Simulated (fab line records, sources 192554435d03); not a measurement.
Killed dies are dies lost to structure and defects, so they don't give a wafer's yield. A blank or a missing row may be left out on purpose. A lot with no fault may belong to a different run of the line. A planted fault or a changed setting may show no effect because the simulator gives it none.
fab line records	flow n5Finfet	part 2 of 2: steps 5 to 6 of 6
record lots=23	wafers=69	lastDay=19
route steps=1938 shown SD_EPI_N@279 SD_EPI_P@306 ILD0@341 SDB@369 HKMG_FIN@388
lots untouched by any fault: they come from a run of this same line in which no faults occurred
startH: hours from the record's opening day to when the first of the lot's shown wafers began	waitH: time in hours since the lot's previous step	" unchanged from the row above	L1.1+2: one row covering several wafers at once	- value missing, or start not given	* or withheld: withheld	< > ~ a bound
route shown NAME@n: a module of which the file shows steps, and the number in the route of the first	usual: mean and standard deviation over wafers with no fault	same: alike in all rows	chamber/n: place in a boat	sites: per-site readings	_std_site: the standard deviation of these	_edge_site: inner sites' mean taken away from outer sites' mean	radiusMm: for every site, how far away it sits from the centre of the wafer	mask NAME#n: copy n	behind: tool/chamber where the wafer was last shaped	hold: reason for holding the lot/hours on hold/outcome of the hold	device: whichever transistor did not switch (one of n, p or np)	end of line: at the end of the route, the tests of the same wafers	a step without rows: its recipe alone	killed: count of dies lost to structure and defects at first sort (not the wafer's yield)	map: a wafer's dies, x killed, . not, _ none there
set.NAME: setting as actually run; set.NAME@STEP: the setting as run at that earlier step	model.NAME: the simulator's own value behind a step, which no gauge read
route steps across a sampled set of lots; one table per step, one row per wafer
services: from which hour (startH, from the record's first day; less than 0 if before it) a tool's chamber was out of use, for how many hours, and why
## steps
# step N5_SDB_CUT_ETCH_26
# recipe chemistry=HBr/Cl2/O2	target=Si	targetDepthA=1296	btTimeS=20	maskMaterial=SiNx	timeS=51.8	ionEnergyEv=*	biasW=*	pressureMtorr=10	icpW=800	HBr_flow_sccm=150	Cl2_flow_sccm=80	O2_flow_sccm=12
# usual O2_flow_sccm=12.00/0.038	drypumpMotorCurrentA=5.6/0.5	oesProductAu=0.995/0.012	rfFwdPowerW=*	throttleValvePct=37.2/0.38
# same btTimeS=20
lot.wafer	tool	chamber	startH	waitH	O2_flow_sccm	drypumpMotorCurrentA	oesProductAu	rfFwdPowerW	rfHoursCounterH	throttleValvePct
L074.2	rieSi-04	2	69.40	0.1	12.02	5.3	0.986	*	79	37.0
L074.4	"	1	"	"	12.03	5.6	0.996	*	187	37.4
L074.5	"	3	"	"	12.01	5.9	1.003	*	-	37.3
L075.1	rieSi-04	2	79.72	0.1	11.98	5.3	0.977	*	79	37.0
L075.3	"	3	"	"	11.97	5.9	0.996	*	91	37.3
L075.5	"	0	"	"	12.07	6.0	1.004	*	-	36.8
L076.1	rieSi-05	1	86.02	0.1	11.98	6.6	1.008	*	7	36.9
L076.2	"	3	"	"	12.04	6.5	0.995	*	135	38.0
L076.6	"	0	"	"	11.99	5.1	1.002	*	-	37.1
L078.1	rieSi-04	1	90.79	0.1	12.02	5.6	0.988	*	187	37.4
L078.2	"	2	"	"	11.98	5.3	0.988	*	79	37.0
L078.6	"	2	"	"	11.94	5.3	0.984	*	-	37.0
L077.2	rieSi-04	0	95.90	0.1	12.03	6.0	1.004	*	90	36.8
L077.3	"	1	"	"	11.96	5.6	0.988	*	187	37.3
L077.4	"	2	"	"	11.96	5.3	0.984	*	79	37.0
L080.1	rieSi-01	0	103.80	0.1	11.92	5.7	0.995	*	114	36.8
L080.2	"	1	"	"	11.96	4.8	0.990	*	105	37.8
L080.6	"	2	"	"	11.99	5.5	1.009	*	-	37.3
L081.2	rieSi-04	1	112.37	0.1	12.03	5.6	0.986	*	188	37.4
L081.3	"	2	"	"	12.03	5.3	0.985	*	80	37.0
L081.5	"	3	"	"	11.99	5.8	0.996	*	-	37.3
L082.2	rieSi-01	2	122.08	0.1	11.93	5.5	1.012	*	80	37.3
L082.5	"	0	"	"	11.95	5.6	0.985	*	-	36.8
L082.6	"	2	"	"	12.01	5.5	1.011	*	-	37.3
L083.1	rieSi-05	1	126.96	0.1	12.00	6.6	0.999	*	8	36.9
L083.2	"	2	"	"	12.01	5.2	1.012	*	36	37.2
L083.3	"	0	"	"	11.99	5.1	0.999	*	39	37.1
L084.1	rieSi-05	3	139.01	0.1	11.97	6.5	0.997	*	136	38.0
L084.3	"	2	"	"	11.98	5.2	1.012	*	36	37.2
L084.6	"	2	"	"	12.04	5.2	1.022	*	-	37.2
L085.1	rieSi-05	1	144.19	0.1	12.03	6.6	1.007	*	9	36.9
L085.2	"	2	"	"	12.02	5.2	1.022	*	36	37.2
L085.6	"	3	"	"	12.06	6.6	0.992	*	-	38.0
L086.4	rieSi-01	3	148.10	0.1	12.02	5.5	1.000	*	10	36.8
L086.5	"	1	"	"	12.02	4.8	0.981	*	-	37.7
L086.6	"	2	"	"	11.93	5.5	1.013	*	-	37.3
L087.1	rieSi-04	2	150.96	0.1	12.04	5.4	0.979	*	81	37.0
L087.3	"	3	"	"	11.95	5.9	1.005	*	93	37.3
L087.5	"	2	"	"	12.03	5.3	0.982	*	-	37.0
L088.2	rieSi-04	3	156.94	0.1	11.94	5.9	1.001	*	93	37.3
L088.3	"	1	"	"	11.98	5.6	0.989	*	188	37.4
L088.6	"	1	"	"	11.97	5.6	0.986	*	-	37.4
L089.3	rieSi-01	2	161.73	0.1	11.92	5.5	1.009	*	81	37.3
L089.4	"	0	"	"	11.96	5.7	0.989	*	115	36.8
L089.6	"	1	"	"	12.00	4.8	0.975	*	-	37.8
L090.1	rieSi-04	2	165.20	0.1	12.03	5.4	0.984	*	81	37.0
L090.4	"	3	"	"	12.03	5.9	0.998	*	93	37.3
L090.6	"	2	"	"	11.92	5.3	0.987	*	-	37.0
L092.1	rieSi-01	1	173.23	0.1	12.08	4.8	0.980	*	106	37.8
L092.4	"	2	"	"	11.99	5.5	1.011	*	81	37.3
L092.5	"	0	"	"	11.99	5.7	0.988	*	-	36.8
L091.1	rieSi-01	3	176.91	0.1	12.00	5.5	0.999	*	10	36.8
L091.3	"	0	"	"	11.95	5.7	0.993	*	115	36.8
L091.4	"	1	"	"	12.00	4.8	0.981	*	106	37.7
L093.1	rieSi-05	2	185.31	0.1	12.04	5.2	1.013	*	37	37.2
L093.4	"	0	"	"	12.03	5.1	0.994	*	41	37.1
L093.5	"	2	"	"	11.99	5.2	1.020	*	-	37.2
L094.2	rieSi-01	3	191.44	0.1	12.06	5.5	1.000	*	10	36.8
L094.5	"	0	"	"	12.04	5.7	0.988	*	-	36.8
L094.6	"	1	"	"	12.05	4.8	0.969	*	-	37.8
L095.1	rieSi-04	0	192.51	0.1	11.95	6.0	0.991	*	91	36.8
L095.3	"	2	"	"	11.97	5.3	0.990	*	81	37.0
L095.4	"	3	"	"	11.99	5.9	1.003	*	94	37.3
L096.4	rieSi-01	2	202.88	0.1	11.99	5.5	1.005	*	81	37.3
L096.5	"	1	"	"	11.99	4.8	0.976	*	-	37.8
L096.6	"	0	"	"	12.00	5.7	0.996	*	-	36.8
L097.1	rieSi-05	3	208.28	0.1	12.01	6.6	0.994	*	137	38.0
L097.2	"	0	"	"	12.02	5.1	0.995	*	41	37.1
L097.5	"	2	"	"	12.00	5.2	1.013	*	-	37.2
# step N5_HKMG_FIN_ALD_74
# recipe material=La2O3	targetThkA=5	tempC=250	aldPrecursorFamily=La-Cp	aldCoReactant=O3	pulseTimeS=6	coReactantPulseTimeS=1	purgeTimeS=3	coReactantPurgeTimeS=3
# usual heaterPowerW=355/29	precursorPulseHeightRel=1.000/0.022
lot.wafer	tool	chamber	startH	waitH	heaterPowerW	precursorPulseHeightRel	sinceWetCleanH
L074.2	aldHk-02	3	73.93	0.2	338	0.998	44
L074.4	"	1	"	"	336	0.980	44
L074.5	"	3	"	"	345	0.993	-
L075.1	aldHk-03	2	84.55	0.2	323	1.002	1861
L075.3	"	0	"	"	378	1.026	1861
L075.5	"	0	"	"	380	0.970	-
L076.1	aldHk-01	2	90.95	0.2	407	1.017	971
L076.2	"	0	"	"	326	0.987	971
L076.6	"	0	"	"	325	1.006	-
L078.1	aldHk-01	0	95.25	0.2	323	1.035	975
L078.2	"	2	"	"	399	1.026	975
L078.6	"	0	"	"	318	0.969	-
L077.2	aldHk-03	3	100.38	0.2	305	1.035	1876
L077.3	"	1	"	"	409	1.004	1876
L077.4	"	0	"	"	378	1.016	1876
L080.1	aldHk-02	0	108.02	0.2	376	1.012	78
L080.2	"	2	"	"	348	1.004	78
L080.6	"	3	"	"	348	1.020	-
L081.2	aldHk-02	3	116.81	0.2	349	0.999	87
L081.3	"	0	"	"	376	0.985	87
L081.5	"	0	"	"	372	0.973	-
L082.2	aldHk-03	2	126.43	0.2	340	1.045	1902
L082.5	"	0	"	"	381	0.985	-
L082.6	"	1	"	"	413	1.038	-
L083.1	aldHk-02	3	131.38	0.2	339	0.989	101
L083.2	"	2	"	"	339	1.043	101
L083.3	"	0	"	"	373	0.970	101
L084.1	aldHk-03	2	143.31	0.2	326	0.969	1919
L084.3	"	1	"	"	402	0.995	1919
L084.6	"	0	"	"	378	1.015	-
L085.1	aldHk-01	3	148.48	0.2	410	0.997	1028
L085.2	"	1	"	"	333	0.993	1028
L085.6	"	1	"	"	342	1.021	-
L086.4	aldHk-01	1	152.33	0.1	341	1.034	1032
L086.5	"	1	"	"	328	0.991	-
L086.6	"	2	"	"	403	0.988	-
L087.1	aldHk-02	0	155.28	0.2	374	0.987	125
L087.3	"	1	"	"	334	1.008	125
L087.5	"	3	"	"	346	1.016	-
L088.2	aldHk-02	3	161.47	0.2	344	1.014	131
L088.3	"	2	"	"	342	0.997	131
L088.6	"	2	"	"	339	0.982	-
L089.3	aldHk-02	0	165.96	0.1	371	1.016	136
L089.4	"	2	"	"	337	0.993	136
L089.6	"	1	"	"	335	0.980	-
L090.1	aldHk-03	3	169.61	0.2	304	0.949	1946
L090.4	"	2	"	"	330	1.035	1946
L090.6	"	1	"	"	400	0.999	-
L092.1	aldHk-02	3	177.48	0.2	345	0.973	147
L092.4	"	1	"	"	338	0.958	147
L092.5	"	2	"	"	335	1.015	-
L091.1	aldHk-02	3	181.13	0.2	338	1.018	151
L091.3	"	1	"	"	332	0.976	151
L091.4	"	2	"	"	340	1.019	151
L093.1	aldHk-01	0	189.66	0.2	340	1.005	1070
L093.4	"	3	"	"	410	1.049	1070
L093.5	"	1	"	"	334	0.971	-
L094.2	aldHk-01	1	196.61	0.2	347	1.014	1077
L094.5	"	1	"	"	350	0.975	-
L094.6	"	0	"	"	332	1.034	-
L095.1	aldHk-02	1	196.74	0.2	346	0.956	167
L095.3	"	0	"	"	372	1.010	167
L095.4	"	3	"	"	334	0.982	167
L096.4	aldHk-02	0	207.10	0.1	378	0.996	177
L096.5	"	3	"	"	341	1.022	-
L096.6	"	0	"	"	379	1.008	-
L097.1	aldHk-02	1	212.50	0.2	341	0.972	183
L097.2	"	2	"	"	352	0.989	183
L097.5	"	1	"	"	331	1.015	-
## services
tool	chamber	startH	hours	kind
aldHk-01	-	53.93	8.7	pm
rieDiel-04	0	61.47	8.6	repair
rieSi-01	2	62.19	3.2	repair
epiRpcvd-03	-	64.95	0.5	pm
rieDiel-05	1	68.25	16.4	repair
rieDiel-05	-	69.73	15.6	pm
rieDiel-04	2	79.75	5.4	repair
rieSi-01	-	91.77	2.8	pm
rieSi-01	-	109.65	0.2	repair
rieSi-01	3	121.06	7.8	repair
rieDiel-02	0	137.14	1.7	repair
rieDiel-05	0	139.20	12.1	repair
epiRpcvd-03	-	148.87	2.7	pm
rieSi-04	2	155.56	7.1	repair
rieSi-05	1	166.98	5.7	repair
rieDiel-02	2	167.26	2.7	repair
rieDiel-04	3	171.42	1.6	repair
rieSi-05	3	172.24	8.4	repair
rieSi-05	-	174.18	0.6	repair
aldHk-01	-	180.98	0.3	repair
epiRpcvd-04	-	186.19	1.6	repair
rieDiel-04	1	190.80	1.3	repair
rieSi-05	-	191.68	14.6	pm
epiRpcvd-03	-	194.22	0.6	repair
